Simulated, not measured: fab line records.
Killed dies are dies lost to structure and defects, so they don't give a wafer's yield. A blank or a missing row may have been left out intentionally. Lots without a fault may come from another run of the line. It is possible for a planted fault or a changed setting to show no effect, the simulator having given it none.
A lot that was struck, set against a sound lot	flow n5 finfet	37 out of 1938 route steps
Sound: these wafers, L620.3, L620.4, L620.6. The struck wafers were L613.1, L613.3, L613.4. The cause is given at the end.
At each step with rows: each side's tool, then ch and its chambers, then its first start. Under that, the readings that differ: sound wafers	struck wafers	difference of the means	sigmas: that difference in standard deviations of wafers without a fault.
alike: readings with means less than 2 such deviations apart, plus words and numbers identical on both sides. not compared: withheld readings, readings lacking a value on some wafer, bounds such as >300 that could conceal the same value, and numbers that have no deviation in the record and whose values overlap.
A row with sigmas, a row that says differs or no value, or rows on one side alone: a step with any of these is where the two part. Non-overlapping numbers with no deviation appear without sigmas and do not part them. A reading that every wafer of one side lacks parts them only if that side has two wafers or more.

first, 9 steps without rows for these wafers: N5_BEOL_M4_ANNEAL_95 (time 240 s); N5_BEOL_M4_SPUTTER_96 (material Cu, target thk 4.5 nm, time 8.29 s); N5_BEOL_M4_ECD_50 (material Cu, target thk 300 nm); N5_BEOL_M4_ANNEAL_51 (time 90 s); N5_BEOL_M4_CMP_52 (polishes, stops on SiOC, t overpolish 6.8 s, target thk 40 nm); N5_BEOL_M4_PRE_CLEAN_60 (time 15 s); N5_BEOL_M4_CO_CAP_55 (material Co, precursor CCTBA/H2, target thk 2 nm, time 102.1 s); N5_BEOL_M4_PRE_CLEAN_56 (time 15 s); N5_BEOL_M4_DEP_57 (deposits SiCN from 3MS/NH3, target thk 8 nm, time 14 s).
N5_BEOL_M4_RC_MEAS_101:
  sound on prober-02 ch 0, day 13 10:09; struck on prober-02 ch 0, day 12 07:55
reading	sound	struck	difference	sigmas
DIBL_N (mV/V)	35.3 35.9 36.0	38.6 38.8 38.8	+3.0	+2
DIBL_P (mV/V)	34.4 34.8 35.2	38.0 38.8 38.2	+3.5	+2
  alike: IOFF_N, IOFF_P, ION_N, ION_P, SS_N, SS_P, VT_N, VT_P
then, 24 steps without rows for these wafers: N5_BEOL_M5_ILD_DEP_00 (deposits SiCOH lowk from DEMS/porogen, target thk 140.64 nm, time 25.9 s); N5_BEOL_M5_CURE_79 (cures SiCOH lowk, time 240 s); N5_BEOL_M5_PECVD_70 (deposits SiO2 from TEOS/O2, target thk 16 nm, time 18 s); N5_BEOL_M5_HM_DEP_02 (deposits TiN, target thk 20 nm); N5_BEOL_M5_COAT_59 (time 60 s, resist thk 60 nm); N5_BEOL_M5_COAT_60 (time 60 s, resist thk 12 nm); N5_BEOL_M5_COAT_71 (time 60 s, resist thk 5 nm); N5_BEOL_M5_COAT_05 (resist thk 30 nm); N5_BEOL_M5_EBR_07; N5_BEOL_M5_SOFTBAKE_06 (time 60 s); N5_BEOL_M5_EXPOSE_08 (exposes mask M5, target cd 28 nm); N5_BEOL_M5_PEB_09 (peb time 60 s); N5_BEOL_M5_DEVELOP_10 (develop time 30 s); N5_BEOL_M5_DESCUM_16 (chemistry O2, time 7 s); N5_BEOL_M5_ETCH_72 (etches underlayer in N2/H2, target depth 6.5 nm, time 5.2 s); N5_BEOL_M5_ETCH_61 (etches SiARC in CF4, target depth 15.6 nm, time 26 s); N5_BEOL_M5_ETCH_62 (etches SOC in N2/H2, target depth 75 nm, overetch 15 nm, time 112.5 s); N5_BEOL_M5_STRIP_63 (strips in N2/H2); N5_BEOL_M5_STRIP_73 (strips in N2/H2); N5_BEOL_M5_STRIP_64 (strips in CF4); N5_BEOL_M5_HM_OPEN_17 (chemistry Cl2/BCl3, target TiN, target depth 20 nm, overetch 6 nm); N5_BEOL_M5_STRIP_19 (strips in O2); N5_BEOL_M5_COAT_65 (time 60 s, resist thk 60 nm); N5_BEOL_M5_COAT_66 (time 60 s, resist thk 12 nm).
-- the record jumps here: 3 days lie between the struck wafers' starts before and after (it left off in module BEOL_M5 and takes up again in module BEOL_M12, whose first step shown is number 1636 of the route) --
N5_BEOL_M12_ETCH_67: etches SiARC in CF4, target depth 143 nm, time 238.3 s.
  sound on rie diel-06 ch 0,2,3, day 16 03:10; struck on rie diel-04 ch 2,3, day 14 21:54
  no value came back on the struck wafers for any of 9 readings (bias w (W), cf4 flow sccm (sccm) and others); on the sound wafers bias w (W) reads 36.00 35.75 36.00
reading	sound	struck	difference	sigmas
model.coat_of_BEOL_M12_COAT_22.thk nm (nm)	212.6 211.4 211.8	282.4 283.6 282.4	+70.9	
  not compared: rf hours counter h
N5_BEOL_M12_OCD_MEAS_35:
  sound: ocd-02 at day 16 03:38; struck: ocd-02 at day 14 22:23
reading	sound	struck	difference	sigmas
trench depth nm (nm)	319 327 323	- - -	no value on the struck wafers	
N5_PASSIVATION_PROBE_49:
  rows exist in the record for the struck wafers here (prober-02, day 16 14:04), but not for the sound ones

## WHERE THEY PART
Last at N5_PASSIVATION_PROBE_49 as far as this record goes, first at N5_BEOL_M4_RC_MEAS_101.

WHY: what the simulator had put in
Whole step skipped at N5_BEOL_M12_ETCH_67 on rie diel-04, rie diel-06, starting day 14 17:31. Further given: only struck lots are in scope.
